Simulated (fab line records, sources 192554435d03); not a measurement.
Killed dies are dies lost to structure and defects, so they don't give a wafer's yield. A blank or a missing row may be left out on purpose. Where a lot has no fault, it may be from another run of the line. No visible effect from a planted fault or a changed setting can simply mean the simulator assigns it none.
Which tool is to blame? ; flow n5_finfet ; Sampling: 23 lots, 69 wafers, 2 of 1938 route steps

## WHAT EACH GAUGE READ, for each wafer
N5_PMOS_HMC_CHANNEL_EPI_CD_MEAS_09: target cd 237.4 nm. Usual: cd_nm at 237.3 nm, with a standard deviation of 0.98.
lot;measured;on;cd_nm (nm);flag
L074;day 1 17:25;cd_sem-03;236.9 237.5 237.2;
L075;day 2 01:13;cd_sem-01;237.7 237.2 235.6;
L076;day 2 04:52;cd_sem-02;236.7 236.7 236.9;
L077;day 2 12:56;cd_sem-03;237.7 238.9 238.2;
L078;day 2 17:15;cd_sem-03;238.2 238.0 237.8;
L079;day 2 23:35;cd_sem-01;237.9 238.4 238.0;
L080;day 3 05:50;cd_sem-03;236.9 236.0 235.9;
L081;day 3 11:52;cd_sem-03;236.9 238.0 235.9;
L082;day 3 18:26;cd_sem-03;238.1 237.7 238.1;
L083;day 4 00:06;cd_sem-01;237.5 239.2 238.7;
L084;day 4 05:37;cd_sem-02;238.1 236.1 236.2;
L085;day 4 11:23;cd_sem-02;237.6 238.7 237.2;
L086;day 4 16:56;cd_sem-01;236.5 234.6 236.7;
L087;day 4 23:28;cd_sem-01;236.7 238.3 236.9;
L088;day 5 05:45;cd_sem-02;237.7 237.4 237.5;
L089;day 5 11:38;cd_sem-02;238.3 238.3 238.4;
L090;day 5 17:32;cd_sem-02;237.6 237.4 238.7;
L092;day 6 04:54;cd_sem-01;237.2 236.2 236.2;
L093;day 6 11:28;cd_sem-03;237.7 238.8 237.9;
L094;day 6 17:10;cd_sem-02;236.3 235.9 234.3;
L095;day 6 23:29;cd_sem-02;236.3 235.7 236.5;
L096;day 7 05:10;cd_sem-02;237.0 235.6 235.6;
L097;day 7 11:05;cd_sem-02;238.3 238.4 237.2;

## WHAT TOOL EACH LOT RAN ON (gives the tool, then ch and the chambers of the sampled wafers, and finally the start)
lot;N5_WELL_APT_DESCUM_30
L074;rie_diel-03 ch 0,3, day 1 15:19
L075;rie_diel-03 ch 1,3, day 1 22:47
L076;rie_diel-01 ch 1,2,3, day 2 02:54
L077;rie_diel-01 ch 1,2,3, day 2 10:49
L078;rie_diel-03 ch 2,3, day 2 15:11
L079;rie_diel-04 ch 0,2, day 2 21:21
L080;rie_diel-04 ch 1,2, day 3 03:44
L081;rie_diel-03 ch 0,2,3, day 3 09:37
L082;rie_diel-03 ch 0,1,3, day 3 15:22
L083;rie_diel-01 ch 1,2,3, day 3 21:45
L084;rie_diel-01 ch 0,1,2, day 4 03:03
L085;rie_diel-04 ch 0,2,3, day 4 08:56
L086;rie_diel-03 ch 0,2,3, day 4 14:58
L087;rie_diel-04 ch 0,1,2, day 4 21:02
L088;rie_diel-03 ch 0,2,3, day 5 03:40
L089;rie_diel-04 ch 0,1,2, day 5 09:31
L090;rie_diel-01 ch 0,3, day 5 15:11
L092;rie_diel-04 ch 1,2, day 6 02:57
L093;rie_diel-03 ch 2,3, day 6 09:18
L094;rie_diel-04 ch 0,1,2, day 6 15:05
L095;rie_diel-01 ch 1,2,3, day 6 21:16
L096;rie_diel-01 ch 2,3, day 7 03:01
L097;rie_diel-01 ch 1,2, day 7 08:48
- N5_WELL_APT_DESCUM_30: chemistry O2, time 7.9 s.

## WHAT THE TOOLS THEMSELVES READ (means of the sampled wafers that have a number; where no wafer has one, the mark that the record gives instead)
N5_WELL_APT_DESCUM_30. Usual: drypump_motor_current_A 5.5 A, standard deviation 0.4; oes_product_au 0.79 a.u., standard deviation 0.097; rf_vpp_V 242.9 V, standard deviation 1.5; showerhead_plenum_p_Torr 2.09 Torr, standard deviation 0.079; throttle_valve_pct 20.43 %, standard deviation 0.23.
lot;tool;drypump_motor_current_A (A);oes_product_au (a.u.);rf_vpp_V (V);showerhead_plenum_p_Torr (Torr);throttle_valve_pct (%);flag
L074;rie_diel-03;5.4;0.84;243.7;2.11;20.37;
L075;rie_diel-03;5.4;0.81;243.7;2.15;20.29;
L076;rie_diel-01;5.4;0.70;242.8;2.10;20.50;
L077;rie_diel-01;5.4;0.71;243.7;2.10;20.51;
L078;rie_diel-03;5.5;0.84;243.8;2.15;20.24;
L079;rie_diel-04;5.3;0.83;243.1;2.11;20.28;
L080;rie_diel-04;6.1;0.94;243.1;2.07;20.38;
L081;rie_diel-03;5.5;0.81;242.7;2.09;20.38;
L082;rie_diel-03;5.4;0.88;245.0;2.17;20.28;
L083;rie_diel-01;5.3;0.70;242.8;2.10;20.51;
L084;rie_diel-01;5.6;0.71;243.6;2.07;20.51;
L085;rie_diel-04;5.5;0.75;242.1;2.06;20.53;
L086;rie_diel-03;5.5;0.80;243.9;2.09;20.38;
L087;rie_diel-04;5.7;0.82;242.5;2.08;20.51;
L088;rie_diel-03;5.5;0.80;243.6;2.09;20.39;
L089;rie_diel-04;5.7;0.82;242.3;2.08;20.50;
L090;rie_diel-01;5.3;0.78;243.0;2.09;20.49;
L092;rie_diel-04;6.1;0.88;242.7;2.06;20.43;
L093;rie_diel-03;5.5;0.79;242.0;2.07;20.38;
L094;rie_diel-04;5.7;0.80;242.1;2.08;20.52;
L095;rie_diel-01;5.4;0.77;243.1;2.09;20.38;
L096;rie_diel-01;5.6;0.77;241.8;2.03;20.36;
L097;rie_diel-01;5.5;0.69;242.4;2.09;20.52;

## THE ANSWER, worked out from the rows above alone
Rule: take the mean of a lot's wafers that have a number; if it is more than 3 standard deviations from the usual mean, the lot is off. A lot without any number at a reading at which 4 lots or more have one is off too. All remaining lots with rows at the step are treated as sound. First the gauges in route order, then the tools' own readings, where a lot's mean is used as printed above. At the first step where some lot is off, the reading lying furthest off is the one used; lots without a number count as furthest.
None of the lots is off at any reading shown; this tells nothing.

## WHAT THE SIMULATOR HAD INSERTED
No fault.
